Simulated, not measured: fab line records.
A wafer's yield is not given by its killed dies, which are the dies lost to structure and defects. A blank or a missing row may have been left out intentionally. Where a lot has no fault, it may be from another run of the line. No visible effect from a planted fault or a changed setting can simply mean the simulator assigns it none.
What tool caused it? + flow n5Finfet + 10 lots with 30 wafers sampled at 5 steps, on a route of 1938 steps

== WHAT THE GAUGES SHOWED, per wafer ==
N5_SD_EPI_N_INSPECT_11: inspects for defects (macro).
| lot  | measured    | on               | rawDefectCount |
|------|-------------|------------------|----------------|
| L993 | day 3 07:08 | defectInspect-01 | 1 2 3          |
| L994 | day 3 11:38 | defectInspect-02 | 4 1 1          |
| L996 | day 4 01:40 | defectInspect-01 | 2 1 2          |
| L999 | day 4 22:53 | defectInspect-02 | 2 2 4          |
| L100 | day 5 01:32 | defectInspect-02 | 3 1 1          |
| L103 | day 5 20:25 | defectInspect-02 | 3 0 1          |
| L106 | day 6 11:38 | defectInspect-02 | 1 2 2          |
| L110 | day 7 13:29 | defectInspect-01 | 2 6 2          |
| L112 | day 8 05:05 | defectInspect-02 | 2 2 1          |
| L114 | day 8 13:20 | defectInspect-01 | 3 0 1          |

N5_SDB_CD_MEAS_11: the cd target is 50 nm.
| lot  | measured    | on       | cdNm (nm)      |
|------|-------------|----------|----------------|
| L993 | day 3 23:17 | cdSem-03 | 50.6 49.8 49.6 |
| L994 | day 4 04:19 | cdSem-03 | 50.5 51.1 51.1 |
| L996 | day 4 17:20 | cdSem-03 | 51.2 51.0 51.0 |
| L999 | day 5 16:07 | cdSem-03 | 48.5 48.4 47.3 |
| L100 | day 5 17:41 | cdSem-01 | 50.0 49.3 48.9 |
| L103 | day 6 13:11 | cdSem-01 | 49.3 50.1 49.4 |
| L106 | day 7 05:22 | cdSem-03 | 50.8 52.0 51.4 |
| L110 | day 8 06:21 | cdSem-03 | 49.1 49.1 48.9 |
| L112 | day 8 22:29 | cdSem-02 | 49.9 49.9 50.4 |
| L114 | day 9 07:07 | cdSem-02 | 49.7 49.0 50.7 |

N5_BEOL_M4_RC_MEAS_101.
| lot  | measured     | on        | DIBL_N (mV/V)  | DIBL_P (mV/V)  | IOFF_N (nA/um)    | IOFF_P (nA/um)    | ION_N (uA/um) | ION_P (uA/um) | SS_N (mV/dec)  | SS_P (mV/dec)  | VT_N (mV)         | VT_P (mV)      |
|------|--------------|-----------|----------------|----------------|-------------------|-------------------|---------------|---------------|----------------|----------------|-------------------|----------------|
| L993 | day 8 03:10  | prober-01 | 38.3 36.7 36.8 | 37.0 34.9 34.5 | 0.170 0.139 0.136 | 0.252 0.215 0.199 | 673 661 669   | 472 462 468   | 71.9 71.2 70.9 | 73.3 73.9 73.2 | 252.2 254.3 253.8 | -249 -248 -249 |
| L994 | day 8 15:29  | prober-01 | 37.4 34.2 36.5 | 38.1 34.8 38.0 | 0.189 0.134 0.174 | 0.216 0.174 0.213 | 673 666 676   | 455 453 461   | 72.7 71.4 72.3 | 73.7 73.3 73.4 | 247.7 251.4 250.6 | -251 -255 -251 |
| L996 | day 9 19:38  | prober-02 | 38.0 37.2 37.7 | 38.5 37.4 38.7 | 0.187 0.190 0.194 | 0.234 0.208 0.236 | 682 691 687   | 462 466 461   | 72.1 72.5 72.0 | 74.0 72.4 73.9 | 247.6 245.4 246.8 | -249 -251 -251 |
| L999 | day 9 21:19  | prober-01 | 36.9 35.8 36.2 | 36.2 35.2 36.4 | 0.172 0.154 0.173 | 0.197 0.188 0.200 | 666 666 682   | 454 454 462   | 72.1 70.6 71.4 | 73.3 73.4 73.0 | 251.5 250.5 249.3 | -250 -251 -251 |
| L100 | day 9 22:42  | prober-01 | 33.8 36.2 35.3 | 32.7 35.5 34.8 | 0.120 0.155 0.140 | 0.196 0.244 0.230 | 666 671 676   | 468 464 472   | 71.6 71.3 71.5 | 72.4 73.1 72.8 | 251.9 249.2 250.8 | -247 -247 -248 |
| L103 | day 10 15:59 | prober-02 | 35.2 36.1 38.4 | 36.0 36.6 39.9 | 0.148 0.172 0.212 | 0.232 0.246 0.302 | 675 668 682   | 468 468 472   | 70.5 71.4 71.5 | 72.0 72.3 73.9 | 250.1 247.9 244.5 | -248 -247 -244 |
| L106 | day 11 18:43 | prober-02 | 34.4 35.7 35.8 | 35.2 37.0 36.9 | 0.136 0.159 0.158 | 0.204 0.217 0.223 | 666 682 670   | 464 461 466   | 71.6 71.2 71.7 | 73.7 73.5 73.5 | 253.6 253.2 249.6 | -250 -250 -249 |
| L110 | day 12 19:00 | prober-01 | 37.9 38.4 39.1 | 38.8 39.5 39.8 | 0.177 0.187 0.197 | 0.227 0.243 0.247 | 684 682 685   | 464 465 468   | 71.6 71.8 71.8 | 73.8 74.3 74.1 | 247.7 247.3 247.4 | -250 -249 -246 |
| L112 | day 13 02:41 | prober-02 | 38.5 38.7 38.1 | 38.0 37.9 37.6 | 0.175 0.184 0.174 | 0.240 0.244 0.248 | 681 666 685   | 464 460 471   | 71.3 71.4 71.4 | 74.3 74.3 74.0 | 250.5 248.6 247.6 | -247 -248 -247 |
| L114 | day 13 22:22 | prober-02 | 35.7 33.3 35.0 | 37.9 34.6 36.6 | 0.170 0.127 0.151 | 0.230 0.184 0.217 | 681 675 675   | 472 467 465   | 72.5 71.0 71.1 | 73.4 72.6 73.3 | 250.1 252.1 250.0 | -248 -251 -249 |

== EACH LOT AND THE TOOL THAT RAN IT (in order: tool; ch and the chambers of the sampled wafers; start) ==
| lot  | N5_ILD0_CMP_03               | N5_ILD0_CMP_07               |
|------|------------------------------|------------------------------|
| L993 | cmp-01 ch 0,1,2, day 3 18:55 | cmp-01 ch 0,2,3, day 3 19:16 |
| L994 | cmp-03 ch 1,2, day 3 23:37   | cmp-02 ch 0,1, day 3 23:59   |
| L996 | cmp-03 ch 0,1,3, day 4 13:06 | cmp-03 ch 0,2,3, day 4 13:25 |
| L999 | cmp-03 ch 0,1, day 5 11:56   | cmp-02 ch 0,1,2, day 5 12:20 |
| L100 | cmp-03 ch 0,2, day 5 13:12   | cmp-02 ch 2,3, day 5 13:29   |
| L103 | cmp-03 ch 0,2,3, day 6 08:53 | cmp-01 ch 0,1,3, day 6 09:13 |
| L106 | cmp-03 ch 0,1,3, day 7 00:44 | cmp-02 ch 1,2,3, day 7 01:05 |
| L110 | cmp-02 ch 0,2,3, day 8 02:02 | cmp-03 ch 1,3, day 8 02:20   |
| L112 | cmp-02 ch 0,1, day 8 18:09   | cmp-01 ch 0,2,3, day 8 18:33 |
| L114 | cmp-01 ch 0,2,3, day 9 02:42 | cmp-02 ch 1,2,3, day 9 03:02 |
- N5_ILD0_CMP_03: polishes, stops on SiNx, t overpolish 1.9 s, target thk 197.38 nm.
- N5_ILD0_CMP_07: polishes SiO2 flowable, stops on poly-Si, t overpolish 1.18 s, target thk 138.88 nm.

== WHAT THE TOOLS THEMSELVES READ (means of the sampled wafers that have a number; where no wafer has one, the mark that the record gives instead) ==
N5_ILD0_CMP_03.
| lot  | tool   | edgeZonePressureFrac | headPressurePsi (psi) | motorCurrentA (A) | overpolishRunS (s) | timeToEndpointS (s) |
|------|--------|----------------------|-----------------------|-------------------|--------------------|---------------------|
| L993 | cmp-01 | 0.999                | 4.154                 | 12.0              | 1.892              | 68.1                |
| L994 | cmp-03 | 0.997                | 4.159                 | 12.9              | 1.890              | 68.5                |
| L996 | cmp-03 | 0.997                | 4.146                 | 13.2              | 1.897              | 67.1                |
| L999 | cmp-03 | 1.003                | 4.144                 | 11.5              | 1.899              | 67.1                |
| L100 | cmp-03 | 0.999                | 4.145                 | 13.4              | 1.909              | 71.6                |
| L103 | cmp-03 | 0.999                | 4.788                 | 16.1              | 1.894              | 58.2                |
| L106 | cmp-03 | 0.999                | 4.800                 | 14.9              | 1.902              | 58.1                |
| L110 | cmp-02 | 1.003                | 4.147                 | 11.3              | 1.891              | 69.2                |
| L112 | cmp-02 | 0.995                | 4.146                 | 11.0              | 1.903              | 71.6                |
| L114 | cmp-01 | 1.004                | 4.157                 | 11.7              | 1.899              | 69.6                |

N5_ILD0_CMP_07.
| lot  | tool   | edgeZonePressureFrac | headPressurePsi (psi) | motorCurrentA (A) |
|------|--------|----------------------|-----------------------|-------------------|
| L993 | cmp-01 | 1.005                | 4.143                 | 11.9              |
| L994 | cmp-02 | 0.999                | 4.152                 | 11.1              |
| L996 | cmp-03 | 0.998                | 4.154                 | 14.2              |
| L999 | cmp-02 | 1.000                | 4.148                 | 10.9              |
| L100 | cmp-02 | 1.000                | 4.159                 | 11.5              |
| L103 | cmp-01 | 1.003                | 4.159                 | 11.5              |
| L106 | cmp-02 | 1.001                | 4.152                 | 11.9              |
| L110 | cmp-03 | 1.000                | 4.156                 | 14.3              |
| L112 | cmp-01 | 0.998                | 4.154                 | 11.6              |
| L114 | cmp-02 | 1.000                | 4.155                 | 11.7              |

== THE ANSWER, worked out from the rows above alone ==
Rule: what is usual is taken from the lots themselves. The widest of any qualifying gaps counts: lots, ordered by their means at a reading, are off when they make up no more than a third of the lots, leave a main group of 4 or more, and stand apart from it by 3 or more times the standard deviation of that group's means. A main group is skipped when, at the precision printed for the reading in the tables above, its means are all equal. Also off: a lot with no number at a reading for which 4 or more lots have one. Where the step has rows for the other lots, those lots are counted as sound. First the gauges in route order, then the tools' own readings, where a lot's mean is used as printed above. The first step at which some lot is off is used, and at that step the reading that is off furthest; a lot without a number counts as furthest.
Off at N5_ILD0_CMP_03 (headPressurePsi): L103, L106. The main group: mean 4.150 psi, standard deviation 0.0056.
If a tool, at that step or one of the process steps before it, ran each lot that is off and ran no sound lot following the first of them, it fits. One fits: cmp-03 at N5_ILD0_CMP_03. A fault onset in the window from L100 (day 5 13:12, its last sound lot) to L103 (day 6 08:53, its first lot off) fits.
The tool's own readings at N5_ILD0_CMP_03 bear it out: on the lots that are off they differ by more than 5 times the standard deviation of the sound lots' means. headPressurePsi reads 4.794 psi there against 4.150 psi on the sound lots; timeToEndpointS reads 58.2 s there against 69.1 s on the sound lots.

== WHAT HAD BEEN PUT IN BY THE SIMULATOR ==
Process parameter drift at N5_ILD0_CMP_03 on cmp-03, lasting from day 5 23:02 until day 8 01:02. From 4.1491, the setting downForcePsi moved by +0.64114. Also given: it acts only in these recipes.
Shown lots that were struck: L103, L106. The rule above found the same.
